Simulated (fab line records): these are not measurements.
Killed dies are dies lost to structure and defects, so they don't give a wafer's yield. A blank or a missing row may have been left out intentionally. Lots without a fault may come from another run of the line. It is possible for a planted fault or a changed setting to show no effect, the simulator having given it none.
Chamber matching :: flow n5Finfet :: N5_BEOL_M8_ETCH_72 on rieDiel-01: 4 sister chambers
The step etches underlayer in N2/H2, target depth 6.5 nm, time 5.2 s. 4 wafers are shown with their chamber, then 10 later ones without.

## WAFERS, EACH WITH ITS CHAMBER
wafer: L083.4
chamber: 2
drypumpMotorCurrentA (A): 5.7

wafer: L085.1
chamber: 3
drypumpMotorCurrentA (A): 5.7

wafer: L087.1
chamber: 1
drypumpMotorCurrentA (A): 6.6

wafer: L087.3
chamber: 0
drypumpMotorCurrentA (A): 6.3

## WAFERS MISSING THEIR CHAMBER
wafer: L087.5
drypumpMotorCurrentA (A): 5.8

wafer: L090.1
drypumpMotorCurrentA (A): 5.7

wafer: L090.2
drypumpMotorCurrentA (A): 6.5

wafer: L090.3
drypumpMotorCurrentA (A): 5.7

wafer: L090.4
drypumpMotorCurrentA (A): 6.2

wafer: L090.5
drypumpMotorCurrentA (A): 5.7

wafer: L090.6
drypumpMotorCurrentA (A): 6.5

wafer: L089.1
drypumpMotorCurrentA (A): 5.7

wafer: L089.5
drypumpMotorCurrentA (A): 6.6

wafer: L089.6
drypumpMotorCurrentA (A): 5.7

## WHICH CHAMBER EACH ONE RAN IN
wafer: L087.5
from the rows above: can't be placed: 2 or 3
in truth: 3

wafer: L090.1
from the rows above: can't be placed: 2 or 3
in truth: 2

wafer: L090.2
from the rows above: can't be placed: 1 or 0
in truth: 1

wafer: L090.3
from the rows above: can't be placed: 2 or 3
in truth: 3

wafer: L090.4
from the rows above: 0
in truth: 0

wafer: L090.5
from the rows above: can't be placed: 2 or 3
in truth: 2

wafer: L090.6
from the rows above: can't be placed: 1 or 0
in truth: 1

wafer: L089.1
from the rows above: can't be placed: 2 or 3
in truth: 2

wafer: L089.5
from the rows above: 1
in truth: 1

wafer: L089.6
from the rows above: can't be placed: 2 or 3
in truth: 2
Correct placement for 2 of the 10. From these rows, 8 cannot be placed; in 8 the true chamber is one of the candidates. 0 placed wrongly.
How it was worked out, from the rows above alone: a wafer's distance from a chamber is the root of the sum, over the readings, of the square of ((its reading less the chamber's mean) divided by the reading's scatter). If the next closest chamber is less than 2 further off than the closest, the wafer can't be placed; otherwise it belongs to the closest. Each chamber's mean is taken over the wafers shown for it. The scatter: with one shown wafer a chamber, the root of the mean of the squares of how far each hidden wafer lies from its nearest shown one.
